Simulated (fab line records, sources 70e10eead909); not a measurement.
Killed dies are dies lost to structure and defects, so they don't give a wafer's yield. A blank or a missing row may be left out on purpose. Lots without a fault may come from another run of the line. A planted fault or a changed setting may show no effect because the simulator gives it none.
Chamber matching | flow nand_harc | NHARC_P_CONTACT_DEP_30 on pecvd-04: 3 sister chambers
The step deposits SiNx, target thk 30 nm. 3 wafers are shown with their chamber, then 7 later ones without.

WAFERS WITH THEIR CHAMBER
wafer  | chamber | heater_power_w (W)
L078.1 | 0       | 778
L078.4 | 1       | 637
L080.5 | 2       | 669

WAFERS WITHOUT THEIR CHAMBER
wafer  | heater_power_w (W)
L080.6 | 574
L083.3 | 677
L083.4 | 663
L083.5 | 683
L093.1 | 648
L093.3 | 716
L093.5 | 645

WHICH CHAMBER EACH WENT THROUGH
wafer  | from the rows above          | in truth
L080.6 | can't be placed: 1 or 2      | 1
L083.3 | can't be placed: 2 or 1      | 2
L083.4 | can't be placed: 2 or 1      | 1
L083.5 | can't be placed: 2 or 1      | 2
L093.1 | can't be placed: 1 or 2      | 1
L093.3 | can't be placed: 2 or 0 or 1 | 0
L093.5 | can't be placed: 1 or 2      | 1
Placed correctly: 0 of 7. Can't be placed from these rows: 7 (the true chamber is among the candidates in 7). Placed wrongly: 0.
How it was worked out, from the rows above alone: a wafer's distance from a chamber is the root of the sum, over the readings, of the square of ((its reading less the chamber's mean) divided by the reading's scatter). The wafer belongs to the nearest chamber; if the next one is less than 2 further off, it can't be placed. A chamber's mean is the mean of its shown wafers. The scatter: with one shown wafer a chamber, the root of the mean of the squares of how far each hidden wafer lies from its nearest shown one.
